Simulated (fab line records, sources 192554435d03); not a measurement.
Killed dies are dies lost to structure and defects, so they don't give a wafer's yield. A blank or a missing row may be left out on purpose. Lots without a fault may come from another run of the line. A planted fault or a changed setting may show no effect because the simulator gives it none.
Which tool did it? | flow n5_finfet | 10 lots, 27 wafers sampled, at 6 steps of a route of 1938

WHAT THE GAUGES READ, wafer by wafer
N5_BEOL_M0_SAQP_CD_MEAS_40: target cd 30 nm. Usual: cd_nm 30.1 nm, standard deviation 0.33.
lot  | measured     | on        | cd_nm (nm)     | flag
L258 | day 5 21:16  | cd_sem-02 | 30.3 30.3 29.9 |
L261 | day 6 22:53  | cd_sem-01 | 30.3 30.6 30.6 |
L263 | day 6 23:22  | cd_sem-01 | 30.0 30.2 30.0 |
L266 | day 7 17:42  | cd_sem-01 | 30.2 29.8 30.1 |
L268 | day 8 09:33  | cd_sem-02 | 30.0 30.0 30.4 |
L271 | day 9 03:42  | cd_sem-02 | 30.4 26.9 29.8 | OFF
L272 | day 9 07:07  | cd_sem-01 | 27.4 29.8      | OFF
L275 | day 9 21:13  | cd_sem-02 | 26.5 30.2      | OFF
L280 | day 11 03:26 | cd_sem-02 | 30.0 30.2 30.2 |
L281 | day 11 11:32 | cd_sem-02 | 29.8 29.6      |

N5_BEOL_M0_SAQP_OVL_MEAS_41. Usual: M0_CUT1_OVL 0.1 nm, standard deviation 0.67.
lot  | measured     | on         | M0_CUT1_OVL (nm) | flag
L258 | day 5 21:17  | overlay-01 | -0.4 -0.6 0.3    |
L261 | day 6 22:55  | overlay-02 | 1.0 0.9 0.6      |
L263 | day 6 23:23  | overlay-01 | 0.5 0.5 1.2      |
L266 | day 7 17:44  | overlay-01 | 1.0 0.4 1.1      |
L268 | day 8 09:35  | overlay-02 | -0.2 0.7 0.7     |
L271 | day 9 03:44  | overlay-02 | -0.2 0.6 1.6     |
L272 | day 9 07:09  | overlay-02 | 0.3 0.2          |
L275 | day 9 21:15  | overlay-02 | 0.4 0.3          |
L280 | day 11 03:28 | overlay-02 | -1.0 -1.9 -0.6   |
L281 | day 11 11:35 | overlay-02 | -0.5 -0.7        |

N5_BEOL_M4_RC_MEAS_101. Usual: DIBL_N 36.5 mV/V, standard deviation 2.2; DIBL_P 36.9 mV/V, standard deviation 2.9; IOFF_N 0.17 nA/um, standard deviation 0.044; IOFF_P 0.22 nA/um, standard deviation 0.052; ION_N 671 uA/um, standard deviation 16; ION_P 461 uA/um, standard deviation 10; SS_N 71.6 mV/dec, standard deviation 0.73; SS_P 73.5 mV/dec, standard deviation 0.79; VT_N 250 mV, standard deviation 4.1; VT_P -250 mV, standard deviation 4.1.
lot  | measured     | on        | DIBL_N (mV/V)  | DIBL_P (mV/V)  | IOFF_N (nA/um) | IOFF_P (nA/um) | ION_N (uA/um) | ION_P (uA/um) | SS_N (mV/dec)  | SS_P (mV/dec)  | VT_N (mV)   | VT_P (mV)      | flag
L258 | day 8 10:38  | prober-01 | 34.2 35.1 32.4 | 34.7 37.1 30.0 | 0.12 0.13 0.09 | 0.16 0.19 0.10 | 667 674 647   | 455 463 440   | 70.9 71.0 70.4 | 72.1 72.9 71.1 | 253 252 260 | -255 -254 -262 |
L261 | day 9 15:00  | prober-01 | 37.2 35.6 36.1 | 35.2 36.2 35.9 | 0.16 0.14 0.15 | 0.19 0.22 0.22 | 653 658 670   | 439 462 457   | 72.2 71.2 71.4 | 72.8 72.7 73.2 | 253 254 253 | -253 -250 -251 |
L263 | day 9 15:44  | prober-02 | 36.2 35.3 36.0 | 37.7 36.1 37.1 | 0.19 0.17 0.16 | 0.27 0.24 0.24 | 680 671 668   | 476 462 467   | 71.6 70.7 71.7 | 73.3 73.0 74.0 | 245 249 251 | -245 -247 -249 |
L266 | day 11 02:48 | prober-01 | 35.8 37.1 34.8 | 35.2 38.6 32.0 | 0.14 0.16 0.13 | 0.19 0.24 0.14 | 670 652 638   | 454 453 436   | 71.9 72.5 72.4 | 73.4 73.8 72.6 | 253 248 258 | -253 -250 -258 |
L268 | day 11 12:47 | prober-02 | 36.4 36.7 37.2 | 37.6 38.7 40.4 | 0.18 0.16 0.22 | 0.21 0.23 0.25 | 671 677 709   | 452 466 475   | 71.5 71.2 71.3 | 73.4 74.4 73.4 | 247 246 243 | -252 -249 -247 |
L271 | day 12 01:53 | prober-02 | 35.8 36.5      | 35.7 37.2      | 0.16 0.17      | 0.19 0.22      | 689 680       | 471 466       | 71.6 71.3      | 73.1 73.1      | 247 249     | -249 -251      |
L272 | day 12 05:11 | prober-02 | 36.0           | 36.9           | 0.14           | 0.20           | 668           | 454           | 71.4           | 73.4           | 254         | -252           |
L275 | day 13 03:05 | prober-02 | 37.3           | 39.9           | 0.18           | 0.30           | 656           | 459           | 71.9           | 74.1           | 248         | -244           |
L280 | day 14 05:49 | prober-01 | 35.3 38.1 37.8 | 35.5 38.7 39.4 | 0.14 0.18 0.17 | 0.18 0.23 0.25 | 666 674 668   | 461 463 461   | 70.9 71.7 71.4 | 73.1 74.3 74.4 | 250 247 248 | -252 -249 -252 |
L281 | day 15 04:48 | prober-01 | 40.2 42.3      | 42.9 44.0      | 0.23 0.28      | 0.29 0.33      | 669 702       | 456 471       | 72.3 73.4      | 74.7 75.0      | 248 242     | -247 -243      |

WHICH TOOL RAN EACH LOT (tool, then ch and the chambers of the sampled wafers, then the start)
lot  | N5_BEOL_M0_SAQP_ETCH_107          | N5_BEOL_M0_SAQP_EXPOSE_37         | N5_BEOL_M0_SAQP_ALD_48
L258 | rie_diel-01 ch 1,3, day 5 19:58   | euv_scanner-01 ch 0, day 5 21:07  | ald_sin-03 ch 0,2,3, day 5 21:43
L261 | rie_diel-03 ch 0,1,2, day 6 21:28 | euv_scanner-02 ch 0, day 6 22:44  | ald_sin-03 ch 0,2,3, day 6 23:21
L263 | rie_diel-03 ch 0,1,2, day 6 22:04 | euv_scanner-02 ch 0, day 6 23:13  | ald_sin-03 ch 1,2,3, day 7 00:04
L266 | rie_diel-01 ch 1,2, day 7 16:24   | euv_scanner-02 ch 0, day 7 17:34  | ald_sin-02 ch 1,3, day 7 18:11
L268 | rie_diel-01 ch 1,3, day 8 08:08   | euv_scanner-02 ch 0, day 8 09:25  | ald_sin-02 ch 1,2, day 8 10:04
L271 | rie_diel-04 ch 0,1,3, day 9 02:24 | euv_scanner-02 ch 0, day 9 03:34  | ald_sin-04 ch 0,1,3, day 9 05:33
L272 | rie_diel-04 ch 1,2, day 9 04:13   | euv_scanner-02 ch 0, day 9 06:59  | ald_sin-03 ch 0,2, day 9 07:31
L275 | rie_diel-04 ch 0,3, day 9 19:39   | euv_scanner-02 ch 0, day 9 21:05  | ald_sin-03 ch 2,3, day 9 21:37
L280 | rie_diel-04 ch 0,2, day 11 02:08  | euv_scanner-01 ch 0, day 11 03:18 | ald_sin-02 ch 0,2,3, day 11 03:50
L281 | rie_diel-01 ch 1,2, day 11 10:14  | euv_scanner-01 ch 0, day 11 11:25 | ald_sin-04 ch 1,3, day 11 12:54
- N5_BEOL_M0_SAQP_ETCH_107: etches SiNx in CH3F/O2, target depth 30 nm.
- N5_BEOL_M0_SAQP_EXPOSE_37: exposes mask M0 CUT1, target cd 30 nm.
- N5_BEOL_M0_SAQP_ALD_48: deposits SiO2, target thk 20 nm, pulse time 1 s, co reactant pulse time 1 s.

WHAT THE TOOLS THEMSELVES READ (means of the sampled wafers that have a number; where no wafer has one, the mark that the record gives instead)
N5_BEOL_M0_SAQP_ETCH_107. Usual: drypump_motor_current_A 5.5 A, standard deviation 0.49; oes_o_777_au 0.81 a.u., standard deviation 0.098; oes_product_au 0.81 a.u., standard deviation 0.097; rf_vpp_V 298 V, standard deviation 7.1; showerhead_plenum_p_Torr 1.98 Torr, standard deviation 0.072; throttle_valve_pct 16.39 %, standard deviation 0.24.
lot  | tool        | drypump_motor_current_A (A) | oes_o_777_au (a.u.) | oes_product_au (a.u.) | rf_vpp_V (V) | showerhead_plenum_p_Torr (Torr) | throttle_valve_pct (%) | flag
L258 | rie_diel-01 | 5.3                         | 0.72                | 0.74                  | 296          | 1.98                            | 16.65                  |
L261 | rie_diel-03 | 5.2                         | 0.85                | 0.83                  | 296          | 2.05                            | 16.34                  |
L263 | rie_diel-03 | 5.2                         | 0.85                | 0.84                  | 296          | 2.05                            | 16.34                  |
L266 | rie_diel-01 | 5.3                         | 0.85                | 0.87                  | 309          | 1.94                            | 16.25                  |
L268 | rie_diel-01 | 5.3                         | 0.80                | 0.81                  | 297          | 1.98                            | 16.53                  |
L271 | rie_diel-04 | 5.8                         | 0.82                | 0.82                  | 301          | 2.01                            | 16.44                  |
L272 | rie_diel-04 | 5.2                         | 0.74                | 0.75                  | 296          | 1.94                            | 16.30                  |
L275 | rie_diel-04 | 5.8                         | 0.82                | 0.83                  | 298          | 2.02                            | 16.47                  |
L280 | rie_diel-04 | 4.9                         | 0.76                | 0.76                  | 293          | 1.93                            | 16.31                  |
L281 | rie_diel-01 | 5.2                         | 0.77                | 0.79                  | 306          | 1.93                            | 16.45                  |

N5_BEOL_M0_SAQP_ALD_48. Usual: heater_power_w 75 W, standard deviation 9.3; precursor_pulse_height_rel 1.000, standard deviation 0.021; susceptor_temp_C 99.99 C, standard deviation 0.14.
lot  | tool       | heater_power_w (W) | precursor_pulse_height_rel | susceptor_temp_C (C) | flag
L258 | ald_sin-03 | 81                 | 1.016                      | 100.11               |
L261 | ald_sin-03 | 81                 | 1.010                      | 100.01               |
L263 | ald_sin-03 | 73                 | 1.004                      | 99.96                |
L266 | ald_sin-02 | 84                 | 1.016                      | 99.98                |
L268 | ald_sin-02 | 77                 | 0.999                      | 99.98                |
L271 | ald_sin-04 | 70                 | 0.998                      | 100.12               |
L272 | ald_sin-03 | 89                 | 0.998                      | 99.92                |
L275 | ald_sin-03 | 76                 | 1.005                      | 99.99                |
L280 | ald_sin-02 | 80                 | 1.006                      | 100.00               |
L281 | ald_sin-04 | 70                 | 1.020                      | 99.91                |

THE ANSWER, worked out from the rows above alone
Rule: a lot is off if the mean of its wafers that have a number lies more than 3 standard deviations from the usual mean. A lot without any number at a reading at which 4 lots or more have one is off too. The other lots that the step has rows for count as sound. The gauges are gone through in route order, then the tools' own readings, and for those a lot's mean is taken as printed above. The first step at which some lot is off is used, and at that step the reading that is off furthest; a lot without a number counts as furthest.
Off: L271, L272, L275, at N5_BEOL_M0_SAQP_CD_MEAS_40 (cd_nm).
A tool fits if, at a process step before that reading, it ran every lot that is off, and no sound lot after the first of them. The gauges at N5_BEOL_M0_SAQP_CD_MEAS_40 are tried like those tools. One fits: euv_scanner-02 at N5_BEOL_M0_SAQP_EXPOSE_37. Its last sound lot is L268 (day 8 09:25), its first lot that is off L271 (day 9 03:34): a fault that began between those two fits.

WHAT THE SIMULATOR HAD PUT IN
Process parameter drift: euv_scanner-02, from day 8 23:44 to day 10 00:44, at N5_BEOL_M0_SAQP_EXPOSE_37. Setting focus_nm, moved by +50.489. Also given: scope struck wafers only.
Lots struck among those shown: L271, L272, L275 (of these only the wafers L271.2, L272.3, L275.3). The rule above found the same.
